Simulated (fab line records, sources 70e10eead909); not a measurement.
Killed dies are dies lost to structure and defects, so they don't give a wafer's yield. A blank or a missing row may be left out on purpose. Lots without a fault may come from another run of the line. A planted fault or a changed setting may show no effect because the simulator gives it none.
fab line records | flow nand_harc
record lots=24 wafers=72 last_day=33
route steps=1302 shown P_M0@265 P_M1@300 P_BONDPAD@364
lots that met no fault: from a run of the same line without faults
start_h: hours from the record's first day to the start of the lot's first wafer shown | wait_h: hours since the lot's step before | " the same as in the row above | L1.1+2: a row that stands for several wafers | - no value, or no start given | * or withheld: withheld | < > ~ a bound
route shown NAME@n: a module of which the file shows steps, and the number in the route of the first | usual: mean/standard deviation of fault-free wafers | same: alike in all rows | chamber/n: place in a boat | sites: the reading at each site | _std_site: their standard deviation | _edge_site: outer sites' mean less inner sites' | radius_mm: how far each site lies from the wafer's centre | mask NAME#n: copy n | behind: the tool/chamber that last shaped the wafer | hold: why the lot was held/for how many hours/how that ended | device: the transistor (n, p or np) that didn't switch | end of line: the same wafers' tests at the end of the route | a step without rows: its recipe alone | killed: dies lost to structure and defects at the first sort, not the wafer's yield | map: a wafer's dies, x killed, . not, _ none there
set.NAME: the setting as run; set.NAME@STEP: as run at that earlier step | model.NAME: the simulator's own value behind a step, which no gauge read
steps of the route over a sample of lots; a table a step, a row a wafer
services: from which hour (start_h, from the record's first day; less than 0 if before it) a tool's chamber was out of use, for how many hours, and why
## steps
# step NHARC_P_M0_INSPECT_11
# usual raw_defect_count=4.5/2.6
# columns lot.wafer tool chamber start_h wait_h raw_defect_count
L074.4 defect_inspect-01 - 129.22 0.0 7
L074.5 " - " " 10
L074.6 " - " " 3
L075.3 defect_inspect-01 - 129.97 0.0 1
L075.4 " - " " 9
L075.5 " - " " 1
L076.3 defect_inspect-01 - 145.80 0.0 3
L076.4 " - " " 4
L076.5 " - " " 4
L077.1 defect_inspect-02 - 147.51 0.0 1
L077.4 " - " " 2
L077.5 " - " " 0
L078.2 defect_inspect-01 - 163.99 0.0 6
L078.3 " - " " 3
L078.4 " - " " 0
L079.1 defect_inspect-02 - 172.45 0.0 3
L079.4 " - " " 2
L079.5 " - " " 2
L080.1 defect_inspect-01 - 192.01 0.0 3
L080.3 " - " " 2
L080.6 " - " " 3
L081.2 defect_inspect-01 - 192.55 0.0 7
L081.3 " - " " 2
L081.6 " - " " 5
L082.1 defect_inspect-01 - 205.13 0.0 11
L082.2 " - " " 5
L082.5 " - " " 16
L083.1 defect_inspect-01 - 209.55 0.0 4
L083.2 " - " " 5
L083.6 " - " " 4
L084.3 defect_inspect-01 - 218.38 0.0 6
L084.4 " - " " 7
L084.5 " - " " 8
L085.1 defect_inspect-01 - 229.40 0.0 5
L085.4 " - " " 7
L085.6 " - " " 10
L086.1 defect_inspect-01 - 235.89 0.0 1
L086.2 " - " " 3
L086.5 " - " " 5
L087.3 defect_inspect-01 - 253.66 0.0 8
L087.4 " - " " 5
L087.5 " - " " 5
L088.2 defect_inspect-01 - 266.93 0.0 8
L088.4 " - " " 5
L088.6 " - " " 2
L089.1 defect_inspect-02 - 267.84 0.0 4
L089.4 " - " " 6
L089.5 " - " " 1
L090.1 defect_inspect-01 - 282.41 0.0 6
L090.4 " - " " 7
L090.5 " - " " 5
L091.2 defect_inspect-01 - 286.75 0.0 8
L091.4 " - " " 6
L091.6 " - " " 1
L092.1 defect_inspect-01 - 302.76 0.0 3
L092.4 " - " " 4
L092.6 " - " " 4
L093.1 defect_inspect-01 - 310.62 0.0 7
L093.2 " - " " 6
L093.4 " - " " 7
L094.1 defect_inspect-02 - 322.88 0.0 7
L094.2 " - " " 4
L094.5 " - " " 5
L095.2 defect_inspect-02 - 345.45 0.0 3
L095.3 " - " " 4
L095.4 " - " " 2
L096.2 defect_inspect-02 - 347.72 0.0 5
L096.3 " - " " 3
L096.5 " - " " 2
L097.1 defect_inspect-01 - 357.34 0.0 7
L097.2 " - " " 5
L097.3 " - " " 10
# step NHARC_P_M0_ETCH_15
# recipe target_depth_a=1500 overetch_a=150 time_s=82.5 c4f8_flow_sccm=withheld ar_flow_sccm=400 rf_w=600 bias_w=300 chemistry=C4F8/Ar
# usual oes_product_au=0.967/0.017 rf_vpp_V=440.9/2.7
# columns lot.wafer tool chamber start_h wait_h oes_product_au rf_hours_counter_h rf_vpp_V
L074.6 rie_diel-13 1 - - 0.952 - 442.2
L074.4 " 3 " " 0.949 - 441.8
L074.5 " 0 " " 0.945 - 441.5
L075.3 rie_diel-07 3 - - 1.000 0 442.2
L075.4 " 0 " " 0.965 0 443.7
L075.5 " 0 " " 0.970 - 446.8
L076.3 rie_diel-07 2 - - 0.972 3 441.7
L076.4 " 3 " " 0.987 3 440.2
L076.5 " 2 " " 0.963 - 443.0
L077.1 rie_diel-07 1 - - 0.966 3 436.7
L077.4 " 2 " " 0.976 3 442.9
L077.5 " 1 " " 0.970 - 435.6
L078.3 rie_diel-07 1 - - 0.972 7 437.1
L078.2 " 2 " " 0.978 8 442.3
L078.4 " 3 " " 0.981 - 440.9
L079.1 rie_diel-07 2 - - 0.971 9 441.8
L079.4 " 1 " " 0.990 - 436.7
L079.5 " 2 " " 0.974 - 440.5
L080.3 rie_diel-07 2 - - 0.953 13 441.6
L080.1 " 0 " " 0.959 7 444.2
L080.6 " 3 " " 0.988 - 440.4
L081.2 rie_diel-04 3 - - 0.993 1 441.5
L081.3 " 2 " " 0.998 1 444.5
L081.6 " 3 " " 0.980 - 441.8
L082.1 rie_diel-07 1 - - 0.976 13 436.5
L082.2 " 0 " " 0.947 9 443.0
L082.5 " 2 " " 0.982 - 441.2
L083.1 rie_diel-07 3 - - 0.979 14 440.5
L083.2 " 1 " " 0.984 14 437.8
L083.6 " 3 " " 0.983 - 440.2
L084.4 rie_diel-07 3 - - 0.989 15 440.9
L084.3 " 2 " " 0.992 15 442.9
L084.5 " 0 " " 0.952 - 443.1
L085.4 rie_diel-04 2 - - 0.987 14 444.5
L085.1 " 1 " " 0.948 13 439.9
L085.6 " 2 " " 0.982 - 444.8
L086.2 rie_diel-07 2 - - 0.954 19 441.8
L086.1 " 3 " " 0.959 18 439.8
L086.5 " 0 " " 0.943 - 445.0
L087.3 rie_diel-04 3 - - 0.953 25 438.7
L087.4 " 2 " " 0.979 - 444.9
L087.5 " 0 " " 0.926 - 444.9
L088.4 rie_diel-13 3 - - 0.954 34 439.7
L088.2 " 0 " " 0.983 27 438.8
L088.6 " 2 " " 0.957 - 439.4
L089.1 rie_diel-13 1 - - 0.974 30 440.3
L089.4 " 2 " " 0.962 33 438.2
L089.5 " 1 " " 0.972 - 441.2
L090.1 rie_diel-07 0 - - 0.946 23 444.5
L090.4 " 1 " " 0.968 26 435.9
L090.5 " 1 " " 0.969 - 437.1
L091.2 rie_diel-07 3 - - 0.963 28 440.8
L091.4 " 1 " " 0.956 27 435.8
L091.6 " 0 " " 0.920 - 444.2
L092.4 rie_diel-04 2 - - 0.981 45 445.3
L092.1 " 1 " " 0.971 33 439.2
L092.6 " 2 " " 0.983 - 444.9
L093.2 rie_diel-04 0 - - 0.939 40 443.2
L093.1 " 2 " " 0.995 47 444.2
L093.4 " 3 " " 0.971 43 439.3
L094.1 rie_diel-07 1 - - 0.925 2 435.9
L094.2 " 2 " " 0.950 2 441.3
L094.5 " 1 " " 0.936 - 436.2
L095.2 rie_diel-07 1 - - 0.968 6 435.9
L095.3 " 3 " " 1.003 6 439.1
L095.4 " 0 " " 0.997 7 444.1
L096.3 rie_diel-04 2 - - 0.976 58 445.3
L096.2 " 3 " " 0.968 53 439.7
L096.5 " 3 " " 0.968 - 440.3
L097.2 rie_diel-07 2 - - 0.976 6 442.2
L097.1 " 0 " " 0.969 7 443.1
L097.3 " 1 " " 0.978 7 436.6
# step NHARC_P_M0_INSPECT_27
# usual raw_defect_count=294/130
# columns lot.wafer tool chamber start_h wait_h raw_defect_count
L074.4 defect_inspect-01 - 131.85 0.0 180
L074.5 " - " " 191
L074.6 " - " " 183
L075.3 defect_inspect-02 - 132.53 0.0 315
L075.4 " - " " 149
L075.5 " - " " 250
L076.3 defect_inspect-02 - 148.37 0.0 359
L076.4 " - " " 419
L076.5 " - " " 452
L077.1 defect_inspect-02 - 150.04 0.0 199
L077.4 " - " " 169
L077.5 " - " " 275
L078.2 defect_inspect-01 - 166.57 0.0 169
L078.3 " - " " 179
L078.4 " - " " 196
L079.1 defect_inspect-02 - 175.10 0.0 296
L079.4 " - " " 282
L079.5 " - " " 197
L080.1 defect_inspect-02 - 194.54 0.0 261
L080.3 " - " " 145
L080.6 " - " " 333
L081.2 defect_inspect-02 - 195.16 0.1 623
L081.3 " - " " 204
L081.6 " - " " 296
L082.1 defect_inspect-01 - 207.67 0.0 326
L082.2 " - " " 313
L082.5 " - " " 284
L083.1 defect_inspect-02 - 212.25 0.0 420
L083.2 " - " " 419
L083.6 " - " " 252
L084.3 defect_inspect-01 - 220.94 0.0 366
L084.4 " - " " 235
L084.5 " - " " 177
L085.1 defect_inspect-01 - 231.92 0.0 297
L085.4 " - " " 367
L085.6 " - " " 509
L086.1 defect_inspect-01 - 238.57 0.0 328
L086.2 " - " " 244
L086.5 " - " " 225
L087.3 defect_inspect-02 - 256.33 0.0 505
L087.4 " - " " 681
L087.5 " - " " 440
L088.2 defect_inspect-01 - 269.50 0.0 439
L088.4 " - " " 252
L088.6 " - " " 135
L089.1 defect_inspect-01 - 270.37 0.0 228
L089.4 " - " " 215
L089.5 " - " " 261
L090.1 defect_inspect-02 - 284.96 0.0 356
L090.4 " - " " 456
L090.5 " - " " 389
L091.2 defect_inspect-01 - 289.51 0.0 287
L091.4 " - " " 394
L091.6 " - " " 201
L092.1 defect_inspect-01 - 305.32 0.0 249
L092.4 " - " " 377
L092.6 " - " " 254
L093.1 defect_inspect-02 - 313.16 0.0 208
L093.2 " - " " 194
L093.4 " - " " 179
L094.1 defect_inspect-02 - 325.56 0.0 178
L094.2 " - " " 392
L094.5 " - " " 212
L095.2 defect_inspect-02 - 347.97 0.0 144
L095.3 " - " " 137
L095.4 " - " " 234
L096.2 defect_inspect-02 - 350.24 0.0 267
L096.3 " - " " 216
L096.5 " - " " 232
L097.1 defect_inspect-02 - 359.87 0.0 212
L097.2 " - " " 233
L097.3 " - " " 230
# step NHARC_P_M0_DEP_32
# recipe target_thk_a=300 temp_c=370 target_thk_nm=30 pressure_torr=3 flow_sccm=200 rf_w=450 material=SiCN
# usual heater_power_w=595/96
# columns lot.wafer tool chamber start_h wait_h heater_power_w
L074.6 pecvd-04 0 132.13 0.2 705
L074.5 " 1 " " 668
L074.4 " 2 " " 511
L075.3 pecvd-04 2 132.75 0.1 524
L075.5 " 1 " " 722
L075.4 " 0 " " 716
L076.3 pecvd-03 0 148.56 0.1 545
L076.5 " 0 " " 556
L076.4 " 1 " " 429
L077.1 pecvd-01 1 150.27 0.1 599
L077.4 " 0 " " 516
L077.5 " 1 " " 618
L078.3 pecvd-03 0 166.76 0.1 516
L078.2 " 1 " " 462
L078.4 " 0 " " 519
L079.1 pecvd-01 0 175.33 0.1 484
L079.4 " 2 " " 802
L079.5 " 0 " " 492
L080.1 pecvd-04 2 194.69 0.1 575
L080.3 " 1 " " 712
L080.6 " 0 " " 597
L081.2 pecvd-04 0 195.47 0.1 718
L081.3 " 1 " " 649
L081.6 " 2 " " 526
L082.2 pecvd-03 0 207.82 0.1 591
L082.1 " 2 " " 586
L082.5 " 0 " " 570
L083.2 pecvd-01 0 212.40 0.1 597
L083.1 " 1 " " 546
L083.6 " 0 " " 570
L084.3 pecvd-03 2 221.13 0.1 596
L084.5 " 2 " " 596
L084.4 " 0 " " 616
L085.1 pecvd-03 0 232.15 0.1 614
L085.4 " 1 " " 512
L085.6 " 2 " " 654
L086.2 pecvd-04 1 238.76 0.1 746
L086.1 " 2 " " 572
L086.5 " 2 " " 585
L087.3 pecvd-04 2 256.47 0.1 622
L087.5 " 2 " " 610
L087.4 " 0 " " 614
L088.2 pecvd-03 2 269.65 0.1 633
L088.6 " 0 " " 553
L088.4 " 1 " " 471
L089.1 pecvd-03 2 270.71 0.1 574
L089.5 " 2 " " 584
L089.4 " 0 " " 580
L090.1 pecvd-03 0 285.14 0.1 620
L090.5 " 2 " " 536
L090.4 " 0 " " 618
L091.2 pecvd-03 2 289.74 0.1 598
L091.4 " 0 " " 596
L091.6 " 2 " " 629
L092.1 pecvd-01 0 305.74 0.1 551
L092.4 " 1 " " 610
L092.6 " 2 " " 759
L093.1 pecvd-03 0 313.30 0.1 550
L093.2 " 1 " " 423
L093.4 " 1 " " 427
L094.2 pecvd-03 1 325.71 0.1 467
L094.1 " 0 " " 535
L094.5 " 1 " " 467
L095.2 pecvd-03 0 348.16 0.1 595
L095.3 " 1 " " 467
L095.4 " 2 " " 658
L096.2 pecvd-01 1 350.43 0.1 625
L096.3 " 2 " " 789
L096.5 " 0 " " 601
L097.2 pecvd-01 1 360.01 0.1 551
L097.1 " 2 " " 743
L097.3 " 0 " " 602
# step NHARC_P_M1_ETCH_15
# recipe target_depth_a=1825 time_s=91.2 c4f8_flow_sccm=withheld ar_flow_sccm=400 rf_w=600 bias_w=300 chemistry=C4F8/Ar
# usual oes_product_au=0.956/0.024 rf_vpp_V=441.6/2.8
# columns lot.wafer tool chamber start_h wait_h oes_product_au rf_hours_counter_h rf_vpp_V
L074.4 rie_diel-09 1 - - 0.973 15 444.3
L074.5 " 3 " " 0.989 - 443.0
L074.6 " 0 " " 0.990 - 439.4
L075.3 rie_diel-09 1 - - 0.922 15 444.7
L075.4 " 2 " " 0.915 15 438.6
L075.5 " 1 " " 0.915 - 444.2
L076.4 rie_diel-11 3 - - 0.952 4 439.9
L076.3 " 2 " " 0.942 4 444.0
L076.5 " 3 " " 0.951 - 439.1
L077.1 rie_diel-11 2 - - 0.949 4 444.5
L077.4 " 3 " " 0.973 4 440.9
L077.5 " 1 " " 0.952 - 443.2
L078.4 rie_diel-10 1 - - 0.968 33 440.4
L078.2 " 2 " " 0.956 26 435.4
L078.3 " 3 " " 0.967 27 439.1
L079.1 rie_diel-11 3 - - 0.960 7 439.8
L079.4 " 1 " " 0.982 5 443.0
L079.5 " 0 " " 0.973 - 439.1
L080.3 rie_diel-11 0 - - 0.943 6 438.7
L080.1 " 1 " " 0.933 5 445.6
L080.6 " 1 " " 0.930 - 444.0
L081.2 rie_diel-11 0 - - 0.984 6 438.5
L081.3 " 2 " " 0.939 7 443.1
L081.6 " 3 " " 0.969 - 439.3
L082.1 rie_diel-11 2 - - 0.906 8 442.6
L082.2 " 0 " " 0.929 6 437.7
L082.5 " 3 " " 0.926 - 441.1
L083.1 rie_diel-09 0 - - 0.981 7 441.7
L083.2 " 2 " " 0.974 6 437.4
L083.6 " 0 " " 0.972 - 438.5
L084.3 rie_diel-09 3 - - 0.992 8 443.6
L084.4 " 0 " " 0.993 7 439.1
L084.5 " 2 " " 0.963 - 438.9
L085.4 rie_diel-11 3 - - 0.944 9 440.4
L085.1 " 1 " " 0.976 7 445.4
L085.6 " 3 " " 0.935 - 439.8
L086.1 rie_diel-11 2 - - 0.916 9 443.5
L086.2 " 1 " " 0.932 8 445.3
L086.5 " 2 " " 0.910 - 445.9
L087.3 rie_diel-09 2 - - 0.929 10 439.3
L087.4 " 0 " " 0.934 12 437.6
L087.5 " 2 " " 0.928 - 438.1
L088.2 rie_diel-10 1 - - 0.964 4 440.6
L088.4 " 0 " " 0.966 4 442.0
L088.6 " 1 " " 0.967 - 441.9
L089.4 rie_diel-09 2 - - 0.955 11 438.3
L089.1 " 3 " " 0.993 12 444.0
L089.5 " 2 " " 0.963 - 438.7
L090.4 rie_diel-09 3 - - 0.984 13 444.9
L090.1 " 1 " " 0.919 12 445.2
L090.5 " 3 " " 0.983 - 443.5
L091.2 rie_diel-11 0 - - 0.926 1 438.6
L091.4 " 2 " " 0.911 1 444.3
L091.6 " 0 " " 0.924 - 439.4
L092.4 rie_diel-09 0 - - 0.975 15 438.4
L092.1 " 3 " " 0.993 15 446.0
L092.6 " 1 " " 0.950 - 443.4
L093.4 rie_diel-09 0 - - 0.986 16 438.3
L093.2 " 1 " " 0.965 14 443.8
L093.1 " 3 " " 0.992 15 444.2
L094.2 rie_diel-11 0 - - 0.967 3 439.8
L094.1 " 3 " " 0.954 3 439.6
L094.5 " 1 " " 0.983 - 445.0
L095.4 rie_diel-11 0 - - 0.986 5 438.5
L095.2 " 1 " " 0.969 5 444.9
L095.3 " 2 " " 0.937 5 444.3
L096.3 rie_diel-11 1 - - 0.956 5 445.0
L096.2 " 0 " " 0.980 5 438.4
L096.5 " 2 " " 0.925 - 445.0
L097.2 rie_diel-11 0 - - 0.979 5 438.9
L097.3 " 1 " " 0.964 5 445.3
L097.1 " 2 " " 0.932 6 444.3
# step NHARC_P_BONDPAD_CD_MEAS_09
# recipe target_cd_nm=500 landing_energy_ev=500
# usual cd_nm=502.0/2.6
# columns lot.wafer tool chamber start_h wait_h cd_nm
L074.4 cd_sem-02 0 142.13 - 505.2
L074.5 " 0 " " 502.8
L074.6 " 0 " " 500.8
L075.3 cd_sem-03 0 142.90 - 500.7
L075.4 " 0 " " 500.4
L075.5 " 0 " " 499.8
L076.3 cd_sem-03 0 158.19 - 503.8
L076.4 " 0 " " 506.1
L076.5 " 0 " " 503.7
L077.1 cd_sem-01 0 159.98 - 500.7
L077.4 " 0 " " 504.9
L077.5 " 0 " " 504.8
L078.2 cd_sem-01 0 177.18 - 500.3
L078.3 " 0 " " 498.3
L078.4 " 0 " " 500.7
L079.1 cd_sem-01 0 185.18 - 499.6
L079.4 " 0 " " 500.1
L079.5 " 0 " " 500.0
L081.2 cd_sem-03 0 205.87 - 504.1
L081.3 " 0 " " 504.9
L081.6 " 0 " " 503.4
L080.1 cd_sem-02 0 206.03 - 506.3
L080.3 " 0 " " 503.9
L080.6 " 0 " " 501.7
L082.1 cd_sem-01 0 218.99 - 500.5
L082.2 " 0 " " 501.6
L082.5 " 0 " " 501.1
L083.1 cd_sem-01 0 222.86 - 499.9
L083.2 " 0 " " 498.9
L083.6 " 0 " " 500.2
L084.3 cd_sem-03 0 230.93 - 499.6
L084.4 " 0 " " 504.2
L084.5 " 0 " " 504.6
L085.1 cd_sem-01 0 241.94 - 505.3
L085.4 " 0 " " 505.8
L085.6 " 0 " " 501.6
L086.1 cd_sem-01 0 248.71 - 500.3
L086.2 " 0 " " 499.5
L086.5 " 0 " " 497.3
L087.3 cd_sem-02 0 266.47 - 502.9
L087.4 " 0 " " 501.3
L087.5 " 0 " " 502.4
L088.2 cd_sem-03 0 279.51 - 503.0
L088.4 " 0 " " 504.2
L088.6 " 0 " " 505.5
L089.1 cd_sem-02 0 280.58 - 497.9
L089.4 " 0 " " 501.4
L089.5 " 0 " " 498.0
L090.1 cd_sem-02 0 294.96 - 499.9
L090.4 " 0 " " 496.7
L090.5 " 0 " " 498.1
L091.2 cd_sem-03 0 299.79 - 503.7
L091.4 " 0 " " 499.7
L091.6 " 0 " " 502.1
L092.1 cd_sem-02 0 315.86 - 503.8
L092.4 " 0 " " 500.5
L092.6 " 0 " " 505.1
L093.1 cd_sem-02 0 323.29 - 501.1
L093.2 " 0 " " 501.8
L093.4 " 0 " " 501.8
L094.1 cd_sem-03 0 335.72 - 504.7
L094.2 " 0 " " 500.6
L094.5 " 0 " " 499.0
L095.2 cd_sem-01 0 358.06 - 503.5
L095.3 " 0 " " 507.4
L095.4 " 0 " " 503.7
L096.2 cd_sem-01 0 360.52 - 502.5
L096.3 " 0 " " 501.0
L096.5 " 0 " " 501.4
L097.1 cd_sem-02 0 370.23 - 505.1
L097.2 " 0 " " 505.8
L097.3 " 0 " " 498.5
## services
# columns tool chamber start_h hours kind
rie_diel-07 - 117.22 9.0 pm
rie_diel-09 2 123.24 2.4 repair
pecvd-01 - 130.00 13.0 pm
rie_diel-09 - 143.14 9.0 pm
rie_diel-07 0 160.90 19.4 repair
rie_diel-04 - 177.90 9.0 pm
pecvd-03 - 185.00 13.0 pm
rie_diel-09 - 207.42 0.2 repair
rie_diel-09 3 214.69 4.7 repair
rie_diel-11 - 221.88 0.7 repair
rie_diel-09 1 226.65 14.5 repair
rie_diel-04 1 252.63 22.3 repair
rie_diel-11 - 255.50 9.0 pm
pecvd-01 - 259.94 0.6 repair
pecvd-03 - 261.61 1.1 repair
pecvd-04 - 269.00 13.0 pm
pecvd-01 - 278.93 0.3 repair
rie_diel-11 3 293.35 5.5 repair
rie_diel-07 - 294.22 9.0 pm
rie_diel-09 3 315.29 3.7 repair
rie_diel-09 - 320.14 9.0 pm
rie_diel-09 0 345.55 6.6 repair
pecvd-03 - 351.50 1.8 repair
rie_diel-11 1 354.93 3.1 repair
## key
fault none
